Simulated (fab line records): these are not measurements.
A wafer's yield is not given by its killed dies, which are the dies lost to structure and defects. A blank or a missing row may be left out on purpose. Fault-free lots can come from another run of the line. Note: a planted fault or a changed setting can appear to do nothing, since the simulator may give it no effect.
A struck lot beside a sound one -- flow nandHarc -- 16 out of 1302 route steps
Sound: the wafers L156.1, L156.3, L156.6. Struck: wafer L168.1; the same lot's L168.3 was not struck, so it is left out; see the end for the cause.
Each step with rows lists, per side, the tool, then ch with its chambers, then its first start. Under that, the readings that differ: sound wafers -- struck wafers -- difference of the means -- sigmas: that difference in standard deviations of wafers without a fault.
alike: readings whose means differ by less than 2 such deviations, and words and numbers that are the same on both sides. not compared: withheld readings, readings that some wafer has no value for, bounds like >300 that may hide the same value, and numbers for which the record gives no deviation and whose values overlap.
The two part at a step that has a row with sigmas, a row that says differs or no value, or rows on one side only. Numbers that don't overlap but have no deviation are shown without sigmas and don't part them. A reading missing from all wafers of one side parts the sides only when that side holds two or more wafers.

NHARC_A_DECK1_JOINT_INSPECT_05:
  sound on defectInspect-02, day 15 10:08; struck on defectInspect-02, day 20 05:37
  alike: rawDefectCount
then, no rows for these wafers at 1 step: NHARC_A_ONON_D2_DEP_00 (target thk 1000 nm).
NHARC_A_ONON_D2_THK_MEAS_02: measures by ellipsometry.
  sound on filmMetro-01, day 15 10:44; struck on filmMetro-01, day 20 06:12
  alike: thkNm
then, no rows for these wafers at 1 step: NHARC_A_ONON_D2_DEP_03 (target thk 1000 nm).
NHARC_A_ONON_D2_THK_MEAS_05: measures by ellipsometry.
  sound on filmMetro-01, day 15 11:17; struck on filmMetro-02, day 20 06:46
  alike: thkNm
then, no rows for these wafers at 1 step: NHARC_A_ONON_D2_DEP_06 (target thk 1000 nm).
NHARC_A_ONON_D2_THK_MEAS_08: measures by ellipsometry.
  sound on filmMetro-02, day 15 11:51; struck on filmMetro-01, day 20 07:20
reading,sound,struck,difference,sigmas
thkNm (nm),1015 1014 1015,996,-19,-2
then, no rows for these wafers at 1 step: NHARC_A_ONON_D2_DEP_09 (target thk 1000 nm).
NHARC_A_ONON_D2_THK_MEAS_11: measures by ellipsometry.
  sound on filmMetro-01, day 15 12:25; struck on filmMetro-01, day 20 07:54
  alike: thkNm
then, no rows for these wafers at 1 step: NHARC_A_ONON_D2_DEP_12 (target thk 1000 nm).
NHARC_A_ONON_D2_THK_MEAS_14: measures by ellipsometry.
  sound on filmMetro-01, day 15 12:59; struck on filmMetro-01, day 20 08:28
  alike: thkNm
then, 1 step without rows for these wafers: NHARC_A_ONON_D2_ANNEAL_15 (time 3600 s).
NHARC_A_ONON_D2_DEP_16: target thk 1000 nm.
  sound on pecvdOnon-03 ch 0, day 15 19:37; struck on pecvdOnon-02 ch 0, day 20 15:56
  alike: susceptorTempC
NHARC_A_ONON_D2_THK_MEAS_18: measures by ellipsometry.
  sound on filmMetro-02, day 15 20:08; struck on filmMetro-01, day 20 16:26
reading,sound,struck,difference,sigmas
thkNm (nm),1013 1012 1013,709,-304,-37
then, no rows for these wafers at 1 step: NHARC_A_ONON_D2_DEP_19 (target thk 1000 nm).
-- record jumps: 11 days between struck wafers' starts before vs after; left off in module A_ONON_D2, resumes in module END, first step shown is number 1302 of the route --
NHARC_END_SORT_01:
  sound on prober-01 ch 0, day 27 15:26; struck on prober-02 ch 0, day 31 23:58
reading,sound,struck,difference,sigmas
killedAtArray,70 91,675,+594,+35
killedDies,73 95,677,+593,+33
  alike: killedAtOther, killedAtPeriphery, killedOpen, killedShort

== WHERE THEY PART ==
At NHARC_A_ONON_D2_THK_MEAS_08 first; at NHARC_END_SORT_01 last (within this record only).

WHY: whatever the simulator had introduced
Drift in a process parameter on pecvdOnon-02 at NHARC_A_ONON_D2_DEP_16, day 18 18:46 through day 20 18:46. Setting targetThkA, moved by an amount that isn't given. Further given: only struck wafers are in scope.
